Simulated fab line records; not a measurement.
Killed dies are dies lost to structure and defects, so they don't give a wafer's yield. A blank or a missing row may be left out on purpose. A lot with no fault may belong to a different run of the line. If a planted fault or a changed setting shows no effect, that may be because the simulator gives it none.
A lot that was struck, set against a sound lot | flow n5_finfet | 37 out of 1938 route steps
Sound: these wafers, L475.2, L475.3, L475.6. The struck wafers were L484.1, L484.4, L484.6. At the end, the cause is stated.
Order at every step that has rows: each side's tool, ch and its chambers, its first start. Under that, the readings that differ: sound wafers | struck wafers | difference of the means | sigmas: that difference in standard deviations of wafers without a fault.
alike: words and numbers the same on both sides, and readings whose means are apart by under 2 such deviations; not compared: readings that were withheld, readings missing a value for some wafer, numbers with overlapping values and no deviation given by the record, and bounds like >300 which may hide the same value.
The two part at a step that has a row with sigmas, a row that says differs or no value, or rows on one side only. Numbers that have no deviation but don't overlap get no sigmas and don't part them. Lack of a reading on every wafer of one side parts them only where that side has two or more wafers.

first, 9 steps without rows for these wafers: N5_BEOL_M4_ANNEAL_95 (time 240 s); N5_BEOL_M4_SPUTTER_96 (material Cu, target thk 4.5 nm, time 8.29 s); N5_BEOL_M4_ECD_50 (material Cu, target thk 300 nm); N5_BEOL_M4_ANNEAL_51 (time 90 s); N5_BEOL_M4_CMP_52 (polishes, stops on SiOC, t overpolish 6.8 s, target thk 40 nm); N5_BEOL_M4_PRE_CLEAN_60 (time 15 s); N5_BEOL_M4_CO_CAP_55 (material Co, precursor CCTBA/H2, target thk 2 nm, time 102.1 s); N5_BEOL_M4_PRE_CLEAN_56 (time 15 s); N5_BEOL_M4_DEP_57 (deposits SiCN from 3MS/NH3, target thk 8 nm, time 14 s).
N5_BEOL_M4_RC_MEAS_101:
  sound on prober-01 ch 0, day 10 03:54; struck on prober-02 ch 0, day 12 17:56
  reading       | sound          | struck         | difference | sigmas
  DIBL_N (mV/V) | 40.2 35.4 37.1 | 33.0 34.2 34.5 | -3.7       | -2
  DIBL_P (mV/V) | 40.8 33.6 38.4 | 31.7 32.2 33.0 | -5.3       | -3
  SS_P (mV/dec) | 74.2 73.4 73.3 | 71.9 72.3 72.0 | -1.6       | -2
  alike: IOFF_N, IOFF_P, ION_N, ION_P, SS_N, VT_N, VT_P
then, 24 steps without rows for these wafers: N5_BEOL_M5_ILD_DEP_00 (deposits SiCOH lowk from DEMS/porogen, target thk 140.64 nm, time 25.9 s); N5_BEOL_M5_CURE_79 (cures SiCOH lowk, time 240 s); N5_BEOL_M5_PECVD_70 (deposits SiO2 from TEOS/O2, target thk 16 nm, time 18 s); N5_BEOL_M5_HM_DEP_02 (deposits TiN, target thk 20 nm); N5_BEOL_M5_COAT_59 (time 60 s, resist thk 60 nm); N5_BEOL_M5_COAT_60 (time 60 s, resist thk 12 nm); N5_BEOL_M5_COAT_71 (time 60 s, resist thk 5 nm); N5_BEOL_M5_COAT_05 (resist thk 30 nm); N5_BEOL_M5_EBR_07; N5_BEOL_M5_SOFTBAKE_06 (time 60 s); N5_BEOL_M5_EXPOSE_08 (exposes mask M5, target cd 28 nm); N5_BEOL_M5_PEB_09 (peb time 60 s); N5_BEOL_M5_DEVELOP_10 (develop time 30 s); N5_BEOL_M5_DESCUM_16 (chemistry O2, time 7 s); N5_BEOL_M5_ETCH_72 (etches underlayer in N2/H2, target depth 6.5 nm, time 5.2 s); N5_BEOL_M5_ETCH_61 (etches SiARC in CF4, target depth 15.6 nm, time 26 s); N5_BEOL_M5_ETCH_62 (etches SOC in N2/H2, target depth 75 nm, overetch 15 nm, time 112.5 s); N5_BEOL_M5_STRIP_63 (strips in N2/H2); N5_BEOL_M5_STRIP_73 (strips in N2/H2); N5_BEOL_M5_STRIP_64 (strips in CF4); N5_BEOL_M5_HM_OPEN_17 (chemistry Cl2/BCl3, target TiN, target depth 20 nm, overetch 6 nm); N5_BEOL_M5_STRIP_19 (strips in O2); N5_BEOL_M5_COAT_65 (time 60 s, resist thk 60 nm); N5_BEOL_M5_COAT_66 (time 60 s, resist thk 12 nm).
N5_BEOL_M9_STRIP_36: strips in N2/H2.
  sound on rie_diel-05 ch 0,3, day 11 23:12; struck on rie_diel-05 ch 1,2,3, day 14 11:26
  no value came back on the struck wafers for any of 9 readings (bias_power_w (W), chamber_pressure_mTorr (mTorr) and others); on the sound wafers bias_power_w (W) reads 7.012 7.005 7.018
  reading                                  | sound | struck         | difference | sigmas
  model.SOC_of_BEOL_M9_COAT_63.thk_nm (nm) | 0 0 0 | 50.4 50.6 50.8 | +50.6      |
  not compared: rf_hours_counter_h
N5_BEOL_M9_ETCH_41: etches SiCN in CH3F/O2, target depth 36.6 nm, time 70.1 s.
  sound on rie_diel-05 ch 0,3; struck on rie_diel-05 ch 1,2,3, day 14 11:31
  reading                                  | sound | struck         | difference | sigmas
  model.SOC_of_BEOL_M9_COAT_63.thk_nm (nm) | 0 0 0 | 27.2 27.8 28.6 | +27.9      |
  alike: drypump_motor_current_A, oes_product_au, rf_vpp_V, showerhead_plenum_p_Torr, throttle_valve_pct
  not compared: rf_hours_counter_h
-- record jumps: 3 days separate the struck wafers' starts on either side; left off in module BEOL_M9, taken up again in module PASSIVATION, whose first shown step is the route's number 1936 --
N5_PASSIVATION_PROBE_49:
  the record has rows for the struck wafers here (prober-02, day 17 09:50) and none for the sound ones

== WHERE THEY PART ==
At N5_BEOL_M4_RC_MEAS_101 first; at N5_PASSIVATION_PROBE_49 last (within this record only).

WHY: whatever the simulator had introduced
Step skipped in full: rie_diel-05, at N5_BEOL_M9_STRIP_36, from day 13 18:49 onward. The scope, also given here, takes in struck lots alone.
